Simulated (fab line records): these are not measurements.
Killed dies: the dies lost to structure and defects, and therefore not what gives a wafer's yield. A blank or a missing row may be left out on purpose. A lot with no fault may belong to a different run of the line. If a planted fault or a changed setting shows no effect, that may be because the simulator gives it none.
Check of tool commonality | flow nand-harc | Lots sampled 2, wafers sampled 6

## REASON FOR OPENING
On 2 of the 2 lots, a flag is raised at NHARC_END_SORT_01 on the reading killed-at-array. No-fault wafers: 52, standard deviation 20.
Rule: flag the lot when none of its wafers has a number, or when each of its wafers that has one lies beyond 4 standard deviations from that mean. As for the other lots, they are considered sound.

lot  | measured     | on        | killed-at-array, wafer by wafer | flag
L881 | day 30 23:29 | prober-02 | 672 673 670                     | FLAGGED
L880 | day 31 01:32 | prober-01 | 673 675 670                     | FLAGGED
The numbers of the flagged lots are 672 on average: +620 against the usual, or +31 standard deviations.

## TOOL THAT RAN EACH LOT
Before the reading, the record contains 4 process steps out of a 1302-step route. Each cell gives the tool, then ch followed by the chambers the sampled wafers passed through, then the start.
lot  | flag    | NHARC_A_CONTACT_DESCUM_47          | NHARC_A_CONTACT_ETCH_48            | NHARC_A_CONTACT_ETCH_116             | NHARC_A_CONTACT_ETCH_118
L881 | FLAGGED | rie-diel-09 ch 0,1,3, day 28 03:21 | rie-diel-09 ch 0,1,3, day 28 03:26 | har-cap-etch-02 ch 0,1, day 28 06:14 | har-cap-etch-02 ch 0,1, day 28 06:34
L880 | FLAGGED | rie-diel-07 ch 1,2,3, day 27 22:32 | rie-diel-07 ch 1,2,3, day 27 22:38 | har-cap-etch-03 ch 0,1, day 28 05:16 | har-cap-etch-03 ch 0,1, day 28 05:37
What the steps here do:
- NHARC_A_CONTACT_DESCUM_47: chemistry O2, time 3 s.
- NHARC_A_CONTACT_ETCH_48: etches the open film in CF4, target depth 39 nm, time 65 s.
- NHARC_A_CONTACT_ETCH_116: etches the open film in C4F8/O2/Ar, time 190 s, target depth 1850 nm.
- NHARC_A_CONTACT_ETCH_118: etches the open film in C4F8/O2/Ar, time 190 s, target depth 1850 nm.
- NHARC_END_SORT_01

## FLAGGED AGAINST TOTAL, ONE TOOL AT A TIME (gauges that did the reading follow at the end)
step                      | tool            | lots run | flagged | share of the flagged lots | sound lots run after its first flagged lot
NHARC_A_CONTACT_DESCUM_47 | rie-diel-07     | 1        | 1       | some                      | 0
NHARC_A_CONTACT_DESCUM_47 | rie-diel-09     | 1        | 1       | some                      | 0
NHARC_A_CONTACT_ETCH_48   | rie-diel-07     | 1        | 1       | some                      | 0
NHARC_A_CONTACT_ETCH_48   | rie-diel-09     | 1        | 1       | some                      | 0
NHARC_A_CONTACT_ETCH_116  | har-cap-etch-02 | 1        | 1       | some                      | 0
NHARC_A_CONTACT_ETCH_116  | har-cap-etch-03 | 1        | 1       | some                      | 0
NHARC_A_CONTACT_ETCH_118  | har-cap-etch-02 | 1        | 1       | some                      | 0
NHARC_A_CONTACT_ETCH_118  | har-cap-etch-03 | 1        | 1       | some                      | 0
NHARC_END_SORT_01         | prober-01       | 1        | 1       | some                      | 0
NHARC_END_SORT_01         | prober-02       | 1        | 1       | some                      | 0

## WHAT THE TABLE PERMITS
No row of the table ran every flagged lot.

## WHAT WAS PUT IN BY THE SIMULATOR
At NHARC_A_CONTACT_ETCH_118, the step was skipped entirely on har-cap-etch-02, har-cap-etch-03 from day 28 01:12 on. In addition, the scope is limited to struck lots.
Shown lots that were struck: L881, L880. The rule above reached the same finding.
